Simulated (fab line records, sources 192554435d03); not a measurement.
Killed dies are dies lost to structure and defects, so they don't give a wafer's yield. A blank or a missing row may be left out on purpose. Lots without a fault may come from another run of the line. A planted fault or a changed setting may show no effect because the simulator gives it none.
A struck lot beside a sound one | flow n5_finfet | 15 steps out of a route of 1938
Sound: wafers L909.1, L909.2, L909.3. Struck: wafer L926.1. (L926.3, L926.4 of the same lot were not struck and are left out.) The cause comes at the end.
At each step with rows: each side's tool, then ch and its chambers, then its first start. Under that, the readings that differ: sound wafers | struck wafers | difference of the means | sigmas: that difference in standard deviations of wafers without a fault.
alike: readings whose means differ by less than 2 such deviations, and words and numbers that are the same on both sides. not compared: withheld readings, readings that some wafer has no value for, bounds like >300 that may hide the same value, and numbers for which the record gives no deviation and whose values overlap.
The two part at a step that has a row with sigmas, a row that says differs or no value, or rows on one side only. Numbers that don't overlap but have no deviation are shown without sigmas and don't part them. A reading that every wafer of one side lacks parts them only if that side has two wafers or more.

N5_BEOL_M8_TRENCH_ETCH_37: etches SiCOH lowk in C4F6/O2, target depth 93.478 nm, time 31.2 s.
  sound on rie_diel-01 ch 0,2,3; struck on rie_diel-01 ch 1
  alike: C4F6_flow_sccm, drypump_motor_current_A, oes_o_777_au, oes_product_au, rf_fwd_power_W, rf_vpp_V, showerhead_plenum_p_Torr, throttle_valve_pct
  not compared: rf_hours_counter_h
N5_BEOL_M8_ETCH_41: etches SiCN in CH3F/O2, target depth 31.9 nm, time 57.8 s.
  sound on rie_diel-01 ch 0,2,3; struck on rie_diel-01 ch 1
  reading            | sound             | struck | difference | sigmas
  rf_fwd_power_W (W) | 391.5 393.7 392.0 | 389.5  | -2.9       | -2
  alike: drypump_motor_current_A, oes_product_au, rf_vpp_V, showerhead_plenum_p_Torr, throttle_valve_pct
  not compared: rf_hours_counter_h
N5_BEOL_M8_STRIP_80: strips in N2/H2, time 10 s.
  sound on rie_diel-01 ch 0,2,3; struck on rie_diel-01 ch 1
  alike: drypump_motor_current_A, oes_product_au, rf_vpp_V, showerhead_plenum_p_Torr, throttle_valve_pct
  not compared: rf_hours_counter_h
N5_BEOL_M8_OCD_MEAS_38:
  sound on ocd-01, day 10 18:36; struck on ocd-02, day 14 18:13
  alike: trench_depth_nm
then, 4 steps without rows for these wafers: N5_BEOL_M8_HM_STRIP_39 (strips TiN in peroxide tin strip, target depth 25 nm, time 158 s); N5_BEOL_M8_SRD_40 (time 30 s); N5_BEOL_M8_PRECLEAN_42 (cleans in residue remover, time 60 s); N5_BEOL_M8_SRD_43 (time 30 s).
N5_BEOL_M8_CD_MEAS_35: target cd 40 nm.
  sound on cd_sem-01, day 10 18:45; struck on cd_sem-01, day 14 18:22
  alike: cd_nm
then, 1 step without rows for these wafers: N5_BEOL_M8_CURE_75 (cures SiCOH lowk, time 120 s).
N5_BEOL_M8_DEGAS_44: time 60 s.
  sound on pvd_sputter-03, day 10 19:15; struck on pvd_sputter-03, day 14 18:45
  alike: heater_power_w
then, 1 step without rows for these wafers: N5_BEOL_M8_PRE_CLEAN_45 (time 30 s).
N5_BEOL_M8_ALD_77: deposits TaN, target thk 2 nm, pulse time 2 s, purge time 3 s.
  sound on ald_metal-04 ch 0,1,3, day 10 19:35; struck on ald_metal-01 ch 2, day 14 18:54
  reading              | sound                | struck | difference | sigmas
  susceptor_temp_C (C) | 274.79 275.02 275.03 | 261.69 | -13.26     | -74
  alike: heater_power_w
N5_BEOL_M8_SURFACE_TREAT_79:
  sound on pvd_sputter-01, day 10 20:56; struck on pvd_sputter-01, day 14 20:08
  not compared: pressure_mtorr, throttle_valve_pct
then, 1 step without rows for these wafers: N5_PASSIVATION_PROBE_49.

WHERE THEY PART
First at N5_BEOL_M8_ETCH_41; last, within this record, at N5_BEOL_M8_ALD_77.

WHY: what the simulator had put in
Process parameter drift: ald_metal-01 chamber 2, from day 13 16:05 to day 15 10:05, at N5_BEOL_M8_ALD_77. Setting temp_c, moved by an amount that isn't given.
